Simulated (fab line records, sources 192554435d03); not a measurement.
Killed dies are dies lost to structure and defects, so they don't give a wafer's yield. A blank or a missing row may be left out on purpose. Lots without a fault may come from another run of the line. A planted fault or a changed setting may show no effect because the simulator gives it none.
Which tool did it? | flow n5_finfet | 14 lots, 40 wafers sampled, at 7 steps of a route of 1938

WHAT THE GAUGES READ, wafer by wafer
N5_SD_EPI_P_CD_MEAS_09: target cd 240 nm.
lot  | measured    | on        | cd_nm (nm)
L961 | day 3 05:49 | cd_sem-01 | 240.1 240.3 240.0
L962 | day 3 16:13 | cd_sem-01 | 240.2 239.3 239.5
L965 | day 4 06:24 | cd_sem-03 | 240.7 241.3 240.1
L966 | day 4 12:02 | cd_sem-02 | 240.0 239.3 239.8
L967 | day 4 17:51 | cd_sem-01 | 241.2 239.8 240.2
L968 | day 5 00:04 | cd_sem-03 | 240.2 239.6 239.7
L969 | day 5 07:28 | cd_sem-03 | 239.2 239.7 240.0
L970 | day 5 16:56 | cd_sem-01 | 240.0 239.9 240.5
L971 | day 5 19:23 | cd_sem-01 | 240.5 239.9 240.5
L973 | day 6 07:44 | cd_sem-01 | 238.8 239.5 239.9
L975 | day 6 18:22 | cd_sem-03 | 240.2 240.3 239.7
L980 | day 7 22:19 | cd_sem-03 | 239.7 239.5
L981 | day 8 05:28 | cd_sem-03 | 238.5 238.6
L984 | day 9 05:05 | cd_sem-01 | 239.9 239.3 239.4

N5_SD_EPI_P_EPI_MEAS_23.
lot  | measured    | on            | thk_nm (nm)
L961 | day 3 10:23 | film_metro-02 | 59.6 58.4 58.0
L962 | day 3 19:58 | film_metro-02 | 62.2 60.3 61.9
L965 | day 4 10:04 | film_metro-01 | 60.5 62.4 61.3
L966 | day 4 15:40 | film_metro-02 | 59.9 62.5 60.6
L967 | day 4 21:34 | film_metro-02 | 60.7 61.0 61.8
L968 | day 5 03:43 | film_metro-01 | 61.7 63.2 59.9
L969 | day 5 11:56 | film_metro-02 | 61.0 61.8 60.0
L970 | day 5 20:35 | film_metro-01 | 60.6 62.0 59.1
L971 | day 5 23:02 | film_metro-02 | 61.5 60.0 59.4
L973 | day 6 11:33 | film_metro-02 | 62.1 59.8 62.0
L975 | day 6 22:01 | film_metro-02 | 62.5 63.1 62.1
L980 | day 8 02:53 | film_metro-01 | 54.4 53.7
L981 | day 8 09:56 | film_metro-01 | 53.5 60.1
L984 | day 9 09:07 | film_metro-01 | 61.1 60.0 60.2

N5_SD_ACTIVATION_RS_MEAS_03: measures by four-point-probe.
lot  | measured    | on            | RS_SD_N (ohm/sq)  | RS_SD_P (ohm/sq)
L961 | day 3 11:07 | film_metro-01 | 21.96 22.02 21.84 | 56.5 58.0 58.1
L962 | day 3 20:41 | film_metro-01 | 21.88 21.73 21.71 | 55.0 56.0 54.3
L965 | day 4 10:50 | film_metro-01 | 22.11 22.31 22.03 | 55.7 56.9 56.2
L966 | day 4 16:27 | film_metro-01 | 22.18 21.97 21.97 | 56.9 55.9 56.4
L967 | day 4 22:13 | film_metro-02 | 21.66 21.51 21.18 | 54.9 54.7 55.4
L968 | day 5 04:19 | film_metro-01 | 21.33 21.58 21.49 | 56.6 56.7 57.2
L969 | day 5 12:32 | film_metro-02 | 21.97 21.65 21.72 | 55.9 55.5 56.0
L970 | day 5 21:23 | film_metro-01 | 21.79 22.13 22.03 | 55.9 54.6 54.7
L971 | day 5 23:41 | film_metro-02 | 22.10 22.32 21.95 | 56.2 55.9 56.1
L973 | day 6 12:13 | film_metro-02 | 21.59 22.24 22.04 | 56.4 56.6 56.4
L975 | day 6 22:41 | film_metro-02 | 22.05 22.06 21.78 | 54.0 54.2 55.0
L980 | day 8 03:29 | film_metro-02 | 22.00 21.68       | 62.0 62.6
L981 | day 8 10:35 | film_metro-02 | 21.80 21.97       | 64.8 56.8
L984 | day 9 09:56 | film_metro-02 | 22.09 21.96 21.98 | 55.9 56.2 55.8

N5_BEOL_M4_RC_MEAS_101.
lot  | measured     | on        | DIBL_N (mV/V)  | DIBL_P (mV/V)  | IOFF_N (nA/um)    | IOFF_P (nA/um)    | IOFF_P_LIN (nA/um) | IOFF_P_LONG (nA/um)        | ION_N (uA/um) | ION_P (uA/um) | REXT_P (ohm.um)   | RS_SD_P (ohm/sq) | SS_N (mV/dec)  | SS_P (mV/dec)  | VT_N (mV)         | VT_P (mV)            | VT_P_LVT (mV)
L961 | day 9 04:07  | prober-01 | 39.0 36.3 36.8 | 37.5 36.0 35.1 | 0.173 0.139 0.135 | 0.234 0.203 0.192 | 0.105 0.096 0.091  | 0.00011 0.00011 0.000108   | 668 675 670   | 458 463 453   | 102.9 102.2 103.2 | 66.3 67.9 68.6   | 72.5 70.9 72.2 | 74.6 73.4 73.6 | 250.1 250.3 253.8 | -247.6 -250.4 -255.3 | -97.5 -99.4 -99.2
L962 | day 9 18:11  | prober-01 | 37.5 37.8 35.0 | 38.2 39.5 35.7 | 0.185 0.200 0.143 | 0.238 0.248 0.190 | 0.108 0.109 0.091  | 0.000109 0.000104 0.000104 | 676 675 670   | 460 459 463   | 100.5 100.4 101.1 | 64.4 66.1 64.3   | 71.3 73.1 71.3 | 74.3 74.2 73.0 | 247.9 245.3 250.0 | -248.6 -248.1 -251.1 | -96.5 -95.9 -99.7
L965 | day 10 22:22 | prober-01 | 37.2 36.5 35.9 | 37.1 36.6 35.2 | 0.172 0.161 0.140 | 0.244 0.243 0.227 | 0.113 0.113 0.106  | 0.000115 0.000117 0.000114 | 676 672 669   | 472 467 469   | 98.2 97.5 97.3    | 65.3 66.1 65.6   | 71.9 71.8 71.0 | 73.9 73.0 72.7 | 248.4 247.0 252.1 | -244.4 -247.3 -248.4 | -96.6 -95.7 -96.9
L966 | day 11 10:13 | prober-01 | 36.3 34.8 36.3 | 36.4 33.7 35.6 | 0.166 0.135 0.171 | 0.199 0.167 0.199 | 0.096 0.086 0.097  | 0.000107 0.000103 0.000105 | 684 677 691   | 462 463 465   | 102.0 102.6 102.3 | 66.9 66.6 66.6   | 71.2 71.3 71.8 | 73.6 72.6 73.6 | 248.7 252.9 248.2 | -252.6 -251.8 -250.2 | -98.8 -101.2 -99.6
L967 | day 11 17:12 | prober-01 | 38.0 37.0 37.8 | 36.8 36.1 36.5 | 0.165 0.151 0.166 | 0.207 0.196 0.200 | 0.095 0.093 0.093  | 9e-05 9.5e-05 9.3e-05      | 667 676 680   | 454 456 455   | 96.5 95.8 96.2    | 64.1 64.6 65.2   | 71.7 70.8 71.3 | 73.4 72.4 73.5 | 248.1 249.1 249.3 | -253.2 -252.9 -253.1 | -100.8 -101.1 -101.7
L968 | day 13 01:34 | prober-02 | 36.7 37.7 36.1 | 37.0 37.7 34.9 | 0.177 0.182 0.156 | 0.217 0.223 0.183 | 0.102 0.103 0.089  | 0.000103 0.000105 0.0001   | 689 677 670   | 466 459 456   | 98.7 99.3 100.3   | 66.4 66.2 67.4   | 71.6 72.3 71.0 | 74.0 73.2 73.2 | 250.4 245.9 249.7 | -248.3 -247.1 -251.6 | -98.5 -98.5 -100.8
L969 | day 17 15:38 | prober-02 | 35.6 35.7 36.2 | 35.6 36.2 36.6 | 0.134 0.138 0.144 | 0.184 0.190 0.195 | 0.088 0.089 0.091  | 0.0001 0.000101 0.000102   | 670 664 668   | 460 463 461   | 99.8 99.3 99.9    | 66.3 65.6 66.4   | 71.4 71.3 71.4 | 73.3 72.7 73.2 | 250.1 251.8 250.7 | -253.3 -253.4 -251.7 | -101.8 -100.2 -99.6
L970 | day 13 23:12 | prober-02 | 35.9 35.7 35.2 | 36.0 35.8 35.6 | 0.138 0.138 0.128 | 0.162 0.165 0.158 | 0.081 0.083 0.080  | 0.0001 9.8e-05 0.000101    | 662 671 668   | 451 455 456   | 100.7 100.4 99.0  | 66.5 64.0 65.8   | 71.5 71.1 70.8 | 73.4 72.9 72.3 | 250.9 253.8 255.3 | -255.3 -253.9 -256.4 | -100.3 -99.2 -100.5
L971 | day 14 10:34 | prober-02 | 36.8 37.9 37.7 | 35.7 37.1 37.4 | 0.137 0.163 0.156 | 0.201 0.222 0.216 | 0.098 0.105 0.101  | 0.000108 0.00011 0.00011   | 677 675 672   | 467 468 461   | 102.6 103.0 104.1 | 66.3 65.9 66.1   | 70.4 71.6 71.7 | 72.5 73.2 74.0 | 250.5 249.0 248.3 | -250.7 -246.1 -251.8 | -99.5 -97.7 -98.9
L973 | day 14 23:47 | prober-01 | 34.7 36.8 35.3 | 33.6 35.7 34.6 | 0.137 0.175 0.146 | 0.184 0.211 0.197 | 0.091 0.099 0.095  | 0.000105 0.000105 0.000104 | 666 667 665   | 458 453 458   | 97.8 99.1 96.8    | 66.6 66.2 67.2   | 70.4 71.2 70.7 | 72.8 73.8 73.1 | 250.3 248.7 248.0 | -251.3 -250.6 -250.7 | -99.5 -98.0 -98.6
L975 | day 15 19:02 | prober-02 | 36.0 34.5 36.7 | 35.6 33.9 36.1 | 0.151 0.128 0.169 | 0.238 0.210 0.253 | 0.112 0.104 0.119  | 0.000115 0.000115 0.000119 | 667 662 682   | 468 464 467   | 99.6 99.7 99.9    | 63.9 64.3 64.3   | 71.7 70.8 71.6 | 73.2 72.8 72.9 | 248.3 253.7 245.5 | -246.1 -245.9 -243.8 | -96.2 -97.7 -96.4
L980 | day 17 07:20 | prober-02 | 36.7 37.0      | 35.3 36.0      | 0.160 0.168       | 0.144 0.146       | 0.074 0.072        | 0.000129 0.000129          | 677 684       | 434 435       | 131.8 133.3       | 74.7 74.3        | 71.3 70.9      | 72.6 72.2      | 248.6 249.9       | -257.6 -258.7        | -106.6 -107.7
L981 | day 17 06:04 | prober-02 | 36.5 37.2      | 34.9 37.6      | 0.150 0.175       | 0.139 0.237       | 0.072 0.114        | 0.00013 0.000113           | 676 686       | 433 467       | 132.8 102.8       | 76.1 66.5        | 71.5 71.5      | 72.6 73.8      | 250.0 245.8       | -260.4 -248.3        | -109.3 -98.0
L984 | day 16 04:41 | prober-02 | 37.2 38.7 37.2 | 36.6 36.8 35.6 | 0.171 0.196 0.161 | 0.241 0.250 0.223 | 0.114 0.118 0.108  | 0.000116 0.000112 0.000111 | 678 671 674   | 467 461 464   | 101.8 102.6 101.9 | 66.1 65.8 66.0   | 72.2 72.8 71.9 | 73.7 73.2 73.3 | 251.6 246.3 247.5 | -246.2 -246.9 -249.5 | -98.0 -97.7 -98.2

WHICH TOOL RAN EACH LOT (tool, then ch and the chambers of the sampled wafers, then the start)
lot  | N5_SD_EPI_P_ETCH_16               | N5_SD_EPI_P_PRECLEAN_51        | N5_SD_ACTIVATION_RTA_00
L961 | rie_diel-03 ch 0,1, day 3 06:37   | epi_rpcvd-03 ch 0, day 3 06:59 | rtp_anneal-02 ch 0, day 3 10:41
L962 | rie_diel-01 ch 0,1, day 3 16:55   | epi_rpcvd-01 ch 0, day 3 17:19 | rtp_anneal-02 ch 0, day 3 20:18
L965 | rie_diel-01 ch 0,1,2, day 4 07:07 | epi_rpcvd-01 ch 0, day 4 07:34 | rtp_anneal-02 ch 0, day 4 10:28
L966 | rie_diel-03 ch 0,2,3, day 4 12:44 | epi_rpcvd-01 ch 0, day 4 13:07 | rtp_anneal-01 ch 0, day 4 16:02
L967 | rie_diel-01 ch 0,1, day 4 18:38   | epi_rpcvd-01 ch 0, day 4 19:04 | rtp_anneal-02 ch 0, day 4 21:49
L968 | rie_diel-01 ch 0,2,3, day 5 00:46 | epi_rpcvd-01 ch 0, day 5 01:09 | rtp_anneal-01 ch 0, day 5 03:55
L969 | rie_diel-03 ch 0,2,3, day 5 08:10 | epi_rpcvd-04 ch 0, day 5 08:32 | rtp_anneal-02 ch 0, day 5 12:08
L970 | rie_diel-03 ch 1,2,3, day 5 17:40 | epi_rpcvd-01 ch 0, day 5 18:04 | rtp_anneal-02 ch 0, day 5 21:00
L971 | rie_diel-06 ch 1,2, day 5 20:05   | epi_rpcvd-04 ch 0, day 5 20:34 | rtp_anneal-02 ch 0, day 5 23:19
L973 | rie_diel-03 ch 2,3, day 6 08:37   | epi_rpcvd-04 ch 0, day 6 09:03 | rtp_anneal-02 ch 0, day 6 11:50
L975 | rie_diel-03 ch 0,1,3, day 6 19:04 | epi_rpcvd-01 ch 0, day 6 19:29 | rtp_anneal-01 ch 0, day 6 22:17
L980 | rie_diel-01 ch 0,2, day 7 23:06   | epi_rpcvd-01 ch 0, day 7 23:28 | rtp_anneal-01 ch 0, day 8 03:05
L981 | rie_diel-01 ch 2,3, day 8 06:10   | epi_rpcvd-01 ch 0, day 8 06:33 | rtp_anneal-01 ch 0, day 8 10:11
L984 | rie_diel-06 ch 1,2, day 9 06:10   | epi_rpcvd-04 ch 0, day 9 06:35 | rtp_anneal-01 ch 0, day 9 09:32
- N5_SD_EPI_P_ETCH_16: etches SiO2 in CHF3/O2, target depth 5 nm.
- N5_SD_EPI_P_PRECLEAN_51: cleans in NF3:NH3, afs cycles 1, time 20 s, sublimation time 60 s.
- N5_SD_ACTIVATION_RTA_00: time 0 s.

WHAT THE TOOLS THEMSELVES READ (means of the sampled wafers that have a number; where no wafer has one, the mark that the record gives instead)
N5_SD_EPI_P_ETCH_16.
lot  | tool        | drypump_motor_current_A (A) | oes_o_777_au (a.u.) | oes_product_au (a.u.) | rf_vpp_V (V) | showerhead_plenum_p_Torr (Torr) | throttle_valve_pct (%)
L961 | rie_diel-03 | 5.7                         | 0.90                | 0.89                  | 530          | 2.42                            | 18.85
L962 | rie_diel-01 | 5.5                         | 0.71                | 0.71                  | 518          | 2.35                            | 19.19
L965 | rie_diel-01 | 5.6                         | 0.77                | 0.76                  | 523          | 2.38                            | 19.12
L966 | rie_diel-03 | 6.0                         | 0.90                | 0.90                  | 521          | 2.39                            | 18.81
L967 | rie_diel-01 | 5.5                         | 0.72                | 0.72                  | 520          | 2.33                            | 19.16
L968 | rie_diel-01 | 5.7                         | 0.85                | 0.84                  | 521          | 2.43                            | 18.97
L969 | rie_diel-03 | 6.0                         | 0.89                | 0.88                  | 521          | 2.39                            | 18.81
L970 | rie_diel-03 | 5.7                         | 0.81                | 0.80                  | 523          | 2.43                            | 18.73
L971 | rie_diel-06 | 6.0                         | 0.73                | 0.72                  | 517          | 2.40                            | 19.14
L973 | rie_diel-03 | 6.0                         | 0.85                | 0.85                  | 518          | 2.42                            | 18.78
L975 | rie_diel-03 | 5.8                         | 0.82                | 0.81                  | 526          | 2.40                            | 18.78
L980 | rie_diel-01 | 5.6                         | 0.88                | 0.88                  | 524          | 2.41                            | 18.96
L981 | rie_diel-01 | 5.8                         | 0.86                | 0.88                  | 520          | 2.45                            | 18.88
L984 | rie_diel-06 | 6.0                         | 0.89                | 0.89                  | 516          | 2.39                            | 18.89

N5_SD_ACTIVATION_RTA_00.
lot  | tool          | lamp_power_pct (%) | lamp_zone_5_pct (%) | wafer_temp_C_max
L961 | rtp_anneal-02 | 8.97               | 8.926               | 975.4
L962 | rtp_anneal-02 | 8.95               | 8.936               | 976.6
L965 | rtp_anneal-02 | 8.99               | 8.941               | 975.2
L966 | rtp_anneal-01 | 8.98               | 8.944               | 975.5
L967 | rtp_anneal-02 | 8.98               | 8.969               | 975.5
L968 | rtp_anneal-01 | 8.94               | 8.939               | 973.9
L969 | rtp_anneal-02 | 8.98               | 8.952               | 974.8
L970 | rtp_anneal-02 | 8.93               | 8.963               | 974.4
L971 | rtp_anneal-02 | 8.99               | 8.956               | 975.5
L973 | rtp_anneal-02 | 8.99               | 8.964               | 975.7
L975 | rtp_anneal-01 | 8.96               | 8.937               | 974.7
L980 | rtp_anneal-01 | 8.97               | 8.967               | 975.5
L981 | rtp_anneal-01 | 8.96               | 8.910               | 975.0
L984 | rtp_anneal-01 | 8.99               | 8.946               | 975.1

THE ANSWER, worked out from the rows above alone
Rule: what is usual is taken from the lots themselves. Put in order of their means at a reading, lots are off if they are a third of the lots or fewer, leave a main group of 4 or more, and stand apart from it by a gap of 3 or more times the standard deviation of the main group's means; of several such gaps the widest counts. A main group whose means are all the same, to the digits that the tables above print for the reading, isn't used. A lot without any number at a reading at which 4 lots or more have one is off too. The other lots that the step has rows for count as sound. The gauges are gone through in route order, then the tools' own readings, and for those a lot's mean is taken as printed above. The first step at which some lot is off is used, and at that step the reading that is off furthest; a lot without a number counts as furthest.
Off: L980, L981, at N5_SD_ACTIVATION_RS_MEAS_03 (RS_SD_P). The main group: mean 55.9 ohm/sq, standard deviation 0.85.
A tool fits if, at a process step before that reading, it ran every lot that is off, and no sound lot after the first of them. The gauges at N5_SD_ACTIVATION_RS_MEAS_03 aren't tried: what is off there is off at N5_BEOL_M4_RC_MEAS_101 too, on other tools, and a gauge's error can't cause that. Can't be told from this: 2 tools fit, rie_diel-01 at N5_SD_EPI_P_ETCH_16, epi_rpcvd-01 at N5_SD_EPI_P_PRECLEAN_51.

WHAT THE SIMULATOR HAD PUT IN
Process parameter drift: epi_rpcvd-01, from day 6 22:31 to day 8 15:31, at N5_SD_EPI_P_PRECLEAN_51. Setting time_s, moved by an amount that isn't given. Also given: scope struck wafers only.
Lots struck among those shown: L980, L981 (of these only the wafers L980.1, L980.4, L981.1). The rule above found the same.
